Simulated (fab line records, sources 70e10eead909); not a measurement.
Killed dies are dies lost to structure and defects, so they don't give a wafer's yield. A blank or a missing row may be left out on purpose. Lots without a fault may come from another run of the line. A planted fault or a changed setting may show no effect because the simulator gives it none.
Which tool did it? | flow nand_harc | 14 lots, 42 wafers sampled, at 5 steps of a route of 1159

WHAT THE GAUGES READ, wafer by wafer
NHARC_A_BLC_INSPECT_12. Usual: raw_defect_count 28, standard deviation 15.
lot  | measured     | on                | raw_defect_count | flag
L968 | day 17 13:55 | defect_inspect-01 | 15 32 26         |
L969 | day 17 14:12 | defect_inspect-01 | 15 12 18         |
L970 | day 17 23:32 | defect_inspect-01 | 10 9 12          |
L972 | day 18 10:01 | defect_inspect-02 | 18 9 12          |
L974 | day 19 01:12 | defect_inspect-01 | 46 45 37         |
L980 | day 20 00:06 | defect_inspect-01 | 10 7 11          |
L981 | day 20 06:26 | defect_inspect-01 | 17 18 12         |
L983 | day 20 21:09 | defect_inspect-02 | 26 35 40         |
L984 | day 21 03:23 | defect_inspect-02 | 29 49 45         |
L985 | day 21 15:05 | defect_inspect-02 | 39 27 29         |
L986 | day 21 15:37 | defect_inspect-01 | 13 18 18         |
L989 | day 21 19:49 | defect_inspect-02 | 54 45 53         |
L990 | day 22 12:52 | defect_inspect-01 | 17 23 23         |
L991 | day 23 20:55 | defect_inspect-01 | 39 53 45         |

NHARC_END_SORT_01. Usual: killed_at_array 26, standard deviation 10; killed_at_other 0.8, standard deviation 1.1; killed_at_periphery 3.3, standard deviation 2.6; killed_dies 30, standard deviation 11; killed_open 3.4, standard deviation 1.8; killed_short 2.0, standard deviation 1.3.
lot  | measured     | on        | killed_at_array | killed_at_other | killed_at_periphery | killed_dies | killed_open | killed_short | flag
L981 | day 22 11:29 | prober-02 | 231 243 230     | 0 0 1           | 1 2 4               | 232 245 235 | 4 4 4       | 1 2 2        | OFF
L983 | day 23 01:52 | prober-01 | 253 241 246     | 2 2 0           | 4 5 2               | 259 248 248 | 3 6 4       | 3 2 3        | OFF
L984 | day 23 13:21 | prober-02 | 253 255 260     | 0 0 0           | 0 0 0               | 253 255 260 | 5 7 7       | 3 1 0        | OFF

WHICH TOOL RAN EACH LOT (tool, then ch and the chambers of the sampled wafers, then the start)
lot  | NHARC_A_CONTACT_ETCH_136             | NHARC_A_BLC_PVD_32           | NHARC_A_BLC_ALD_23
L968 | har_cap_etch-02 ch 0,1, day 17 04:15 | pvd_sputter-01, day 17 15:41 | ald_metal-04 ch 0,1,2, day 17 15:48
L969 | har_cap_etch-01 ch 0,1, day 17 04:54 | pvd_sputter-01, day 17 16:13 | ald_metal-02 ch 0,2,3, day 17 16:20
L970 | har_cap_etch-01 ch 0,1, day 17 13:56 | pvd_sputter-03, day 18 01:21 | ald_metal-02 ch 0,1,3, day 18 01:26
L972 | har_cap_etch-01 ch 0,1, day 18 02:06 | pvd_sputter-03, day 18 11:46 | ald_metal-04 ch 0,2,3, day 18 11:53
L974 | har_cap_etch-03 ch 0,1, day 18 18:32 | pvd_sputter-02, day 19 03:13 | ald_metal-02 ch 1,2,3, day 19 03:22
L980 | har_cap_etch-02 ch 0,1, day 19 16:49 | pvd_sputter-02, day 20 01:54 | ald_metal-02 ch 0,2,3, day 20 02:01
L981 | har_cap_etch-03 ch 0,1, day 20 02:22 | pvd_sputter-02, day 20 08:12 | ald_metal-04 ch 0,1,2, day 20 08:19
L983 | har_cap_etch-03 ch 0, day 20 16:32   | pvd_sputter-02, day 20 22:56 | ald_metal-02 ch 0,2, day 20 23:04
L984 | har_cap_etch-02 ch 0,1, day 20 23:20 | pvd_sputter-02, day 21 05:11 | ald_metal-04 ch 0,1, day 21 05:19
L985 | har_cap_etch-02 ch 0,1, day 21 03:20 | pvd_sputter-02, day 21 16:52 | ald_metal-02 ch 0,3, day 21 16:59
L986 | har_cap_etch-03 ch 0,1, day 21 04:57 | pvd_sputter-01, day 21 18:29 | ald_metal-04 ch 1,2, day 21 18:36
L989 | har_cap_etch-01 ch 0,1, day 21 15:52 | pvd_sputter-02, day 21 21:34 | ald_metal-01 ch 1,2,3, day 21 21:42
L990 | har_cap_etch-03 ch 0,1, day 22 07:23 | pvd_sputter-03, day 22 14:54 | ald_metal-04 ch 0,1,2, day 22 15:01
L991 | har_cap_etch-02 ch 0,1, day 23 16:05 | pvd_sputter-02, day 23 22:58 | ald_metal-01 ch 2,3, day 23 23:03
- NHARC_A_CONTACT_ETCH_136: etches the open film in C4F8/O2/Ar, time 132 s, target depth 1287 nm.
- NHARC_A_BLC_PVD_32: deposits Ti, target thk 5 nm, time 17.7 s.
- NHARC_A_BLC_ALD_23: deposits TiN, target thk 3 nm, pulse time 1 s, ald cycles 150.

WHAT THE TOOLS THEMSELVES READ (means of the sampled wafers that have a number; where no wafer has one, the mark that the record gives instead)
NHARC_A_CONTACT_ETCH_136. Usual: oes_air_line_au 0.999 a.u., standard deviation 0.02.
lot  | tool            | oes_air_line_au (a.u.) | flag
L968 | har_cap_etch-02 | 0.997                  |
L969 | har_cap_etch-01 | 1.003                  |
L970 | har_cap_etch-01 | 0.990                  |
L972 | har_cap_etch-01 | 1.000                  |
L974 | har_cap_etch-03 | 0.990                  |
L980 | har_cap_etch-02 | 1.020                  |
L981 | har_cap_etch-03 | 1.005                  |
L983 | har_cap_etch-03 | 0.985                  |
L984 | har_cap_etch-02 | 0.995                  |
L985 | har_cap_etch-02 | 1.018                  |
L986 | har_cap_etch-03 | 0.986                  |
L989 | har_cap_etch-01 | 0.994                  |
L990 | har_cap_etch-03 | 0.996                  |
L991 | har_cap_etch-02 | 0.991                  |

NHARC_A_BLC_PVD_32. Usual: cathode_dc_power_W 4999.8 W, standard deviation 0.87; chamber_pressure_pa 4.999 Pa, standard deviation 0.0099; throttle_valve_pct 30.7 %, standard deviation 1.
lot  | tool           | cathode_dc_power_W (W) | chamber_pressure_pa (Pa) | throttle_valve_pct (%) | flag
L968 | pvd_sputter-01 | 4998.9                 | 4.986                    | 31.2                   |
L969 | pvd_sputter-01 | 5000.1                 | 4.994                    | 31.3                   |
L970 | pvd_sputter-03 | 5001.1                 | 4.999                    | 31.0                   |
L972 | pvd_sputter-03 | 4999.9                 | 4.990                    | 31.9                   |
L974 | pvd_sputter-02 | 5000.4                 | 5.001                    | 29.9                   |
L980 | pvd_sputter-02 | 5000.8                 | 5.003                    | 30.3                   |
L981 | pvd_sputter-02 | -                      | -                        | -                      | OFF
L983 | pvd_sputter-02 | -                      | -                        | -                      | OFF
L984 | pvd_sputter-02 | -                      | -                        | -                      | OFF
L985 | pvd_sputter-02 | 4999.4                 | 4.983                    | 30.4                   |
L986 | pvd_sputter-01 | 4999.7                 | 4.996                    | 30.9                   |
L989 | pvd_sputter-02 | 4999.4                 | 4.997                    | 31.5                   |
L990 | pvd_sputter-03 | 5000.3                 | 4.993                    | 30.7                   |
L991 | pvd_sputter-02 | 4999.3                 | 4.999                    | 30.3                   |

NHARC_A_BLC_ALD_23. Usual: heater_power_w 1050 W, standard deviation 76; precursor_pulse_height_rel 1.000, standard deviation 0.021.
lot  | tool         | heater_power_w (W) | precursor_pulse_height_rel | flag
L968 | ald_metal-04 | 1040               | 0.990                      |
L969 | ald_metal-02 | 1026               | 0.998                      |
L970 | ald_metal-02 | 1021               | 1.001                      |
L972 | ald_metal-04 | 1080               | 1.003                      |
L974 | ald_metal-02 | 1068               | 1.009                      |
L980 | ald_metal-02 | 1041               | 0.995                      |
L981 | ald_metal-04 | 1044               | 0.986                      |
L983 | ald_metal-02 | 1048               | 0.984                      |
L984 | ald_metal-04 | 1023               | 1.002                      |
L985 | ald_metal-02 | 1031               | 1.023                      |
L986 | ald_metal-04 | 1010               | 0.997                      |
L989 | ald_metal-01 | 1091               | 0.997                      |
L990 | ald_metal-04 | 1046               | 0.993                      |
L991 | ald_metal-01 | 1125               | 1.006                      |

THE ANSWER, worked out from the rows above alone
Rule: a lot is off if the mean of its wafers that have a number lies more than 3 standard deviations from the usual mean. A lot without any number at a reading at which 4 lots or more have one is off too. The other lots that the step has rows for count as sound. The gauges are gone through in route order, then the tools' own readings, and for those a lot's mean is taken as printed above. The first step at which some lot is off is used, and at that step the reading that is off furthest; a lot without a number counts as furthest.
Off: L981, L983, L984, at NHARC_END_SORT_01 (killed_at_array). Neither off nor sound, because the step has no rows for them: L968, L969, L970, L972, L974, L980, L985, L986, L989, L990, L991.
A tool fits if, at a process step before that reading, it ran every lot that is off, and no sound lot after the first of them. The gauges at NHARC_END_SORT_01 aren't tried: what is off there is off at NHARC_A_BLC_PVD_32 too, on other tools, and a gauge's error can't cause that. One fits: pvd_sputter-02 at NHARC_A_BLC_PVD_32. It ran no sound lot before its first lot that is off in this sample, so the start can't be narrowed down.

WHAT THE SIMULATOR HAD PUT IN
Skipped step whole: pvd_sputter-02, from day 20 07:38 on, at NHARC_A_BLC_PVD_32. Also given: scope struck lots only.
Lots struck among those shown: L981, L983, L984. The rule above found the same.
